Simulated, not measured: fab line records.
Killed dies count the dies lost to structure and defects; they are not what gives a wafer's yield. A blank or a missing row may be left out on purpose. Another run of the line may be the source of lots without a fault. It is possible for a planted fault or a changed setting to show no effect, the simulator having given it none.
Lot-split experiment -- flow n5Finfet -- 21 wafers read across 7 lots, on a route 1938 steps long

## THE SPLIT ITSELF
At N5_GATE_CUT_EXPOSE_10 (exposes mask GATE CUT, target cd 20 nm), the setting doseMj was moved away from the recipe's 43.25 on 6 of the 21 wafers read, by -4.6% to +6.2%. All remaining wafers had this setting at the recipe value.

## FROM THE SPLIT TO THE READING: what the file shows between them, 10 steps
- N5_GATE_CUT_PEB_11: peb time 60 s
- N5_GATE_CUT_DEVELOP_12: develop time 30 s
- N5_GATE_CUT_DESCUM_18: chemistry O2, time 7 s
- N5_GATE_CUT_ETCH_28: etches underlayer in N2/H2, target depth 13 nm, time 10.4 s
- N5_GATE_CUT_ETCH_36: etches SiARC in CF4, target depth 13 nm, time 21.7 s
- N5_GATE_CUT_ETCH_37: etches SOC in N2/H2, target depth 60 nm, overetch 12 nm, time 90 s
- N5_GATE_CUT_STRIP_38: strips in N2/H2
- N5_GATE_CUT_STRIP_39: strips in N2/H2
- N5_GATE_CUT_CUT_ETCH_54: etches TiN in Cl2/BCl3, target depth 96.7 nm
- N5_GATE_CUT_CUT_ETCH_55: etches HfO2 in BCl3, target depth 3.2 nm

## THE READING
GATE_CUT.cdNm (the simulator's own value, which no gauge read), in nm, at N5_GATE_CUT_ETCH_47 (etches SiO2 in Cl2/BCl3, target depth 10 nm). There is no usual value for it anywhere in the file. Here, 15 wafers ran the recipe; their average is 20.2 nm with a standard deviation of 0.27 nm.

wafer,"tool, chamber at the split",doseMj as run,against the recipe,"GATE_CUT.cdNm, nm",against lot-mates on the recipe
L077.1,"euvScanner-02, 0",43.25,recipe,20.4,-
L077.2,"euvScanner-02, 0",43.25,recipe,20,-
L077.4,"euvScanner-02, 0",45.93,+6.2%,21.6,+1.4
L082.1,"euvScanner-01, 0",42.01,-2.9%,18.8,-1.4
L082.4,"euvScanner-01, 0",42.01,-2.9%,19,-1.2
L082.5,"euvScanner-01, 0",43.25,recipe,20.2,-
L085.1,"euvScanner-01, 0",43.25,recipe,20.6,-
L085.3,"euvScanner-01, 0",43.25,recipe,20,-
L085.4,"euvScanner-01, 0",41.29,-4.5%,19.4,-0.9
L086.2,"euvScanner-01, 0",43.25,recipe,20.2,-
L086.5,"euvScanner-01, 0",43.25,recipe,19.8,-
L086.6,"euvScanner-01, 0",44.77,+3.5%,21,+1.0
L089.1,"euvScanner-02, 0",43.25,recipe,20.4,-
L089.3,"euvScanner-02, 0",43.25,recipe,20,-
L089.4,"euvScanner-02, 0",43.25,recipe,19.8,-
L092.2,"euvScanner-02, 0",41.24,-4.6%,19.2,-1.3
L092.4,"euvScanner-02, 0",43.25,recipe,20.6,-
L092.6,"euvScanner-02, 0",43.25,recipe,20.4,-
L094.3,"euvScanner-02, 0",43.25,recipe,20,-
L094.5,"euvScanner-02, 0",43.25,recipe,19.8,-
L094.6,"euvScanner-02, 0",43.25,recipe,20.2,-

FIT RESULTS
A straight line over all 21 wafers: GATE_CUT.cdNm changes by +0.245 nm for each +1% of doseMj; r = +0.88; the points scatter about the line by 0.31 nm.
The same after taking each lot's own level away (the mean of its wafers on the recipe; 21 wafers): +0.27 nm for each +1%; r = +0.92; scatter 0.27 nm.
The reading moves by 1.7 nm for the largest change in doseMj, on that fit.
Measured against the standard deviation above, the lots' own levels, which go from 20.00 to 20.50 nm, span 1.9 times it.
Consequently the slope shifts little with the lot-to-lot level, the two slopes agreeing.
Check: +1.8 nm against its lot-mates is what the line predicts for one of the wafers moved furthest among these (+6.2%) when that wafer is left out of the fit. Against them it came out at +1.4 nm.

## THESE WAFERS: OTHER SPLITS
Note: prior to the reading, these wafers also went through further splits. Each is held against what the fit with the lots' levels taken away leaves over:
other split on the same wafers,wafers away from the commonest value,r with GATE_CUT.cdNm (lot level and that fit taken away)
N5_HKMG_FIN_ETCH_58 sourceW,6,-0.36
N5_GATE_CUT_COAT_27 spinRpm,5,-0.28

## THE WHOLE CHAIN: every reading that the file lists as answering this split, in the file's order
step,what it does,reading,change (the file's fit),r (the file's)
N5_GATE_CUT_DESCUM_18,"chemistry O2, time 7 s","GATE_CUT.cdNm (the simulator's own value, which no gauge read)",+0.23 nm for each +1% of the setting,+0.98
N5_GATE_CUT_ETCH_28,"etches underlayer in N2/H2, target depth 13 nm, time 10.4 s","GATE_CUT.cdNm (the simulator's own value, which no gauge read)",+0.205 nm for each +1% of the setting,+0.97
N5_GATE_CUT_ETCH_36,"etches SiARC in CF4, target depth 13 nm, time 21.7 s","GATE_CUT.cdNm (the simulator's own value, which no gauge read)",+0.209 nm for each +1% of the setting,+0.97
N5_GATE_CUT_ETCH_37,"etches SOC in N2/H2, target depth 60 nm, overetch 12 nm, time 90 s","GATE_CUT.cdNm (the simulator's own value, which no gauge read)",+0.174 nm for each +1% of the setting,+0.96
N5_GATE_CUT_ETCH_47,"etches SiO2 in Cl2/BCl3, target depth 10 nm","GATE_CUT.cdNm (the simulator's own value, which no gauge read)",+0.258 nm for each +1% of the setting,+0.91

## THE FILE'S OWN FIT
GATE_CUT.cdNm changes by +0.258 nm for each +1% of doseMj, r = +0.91.
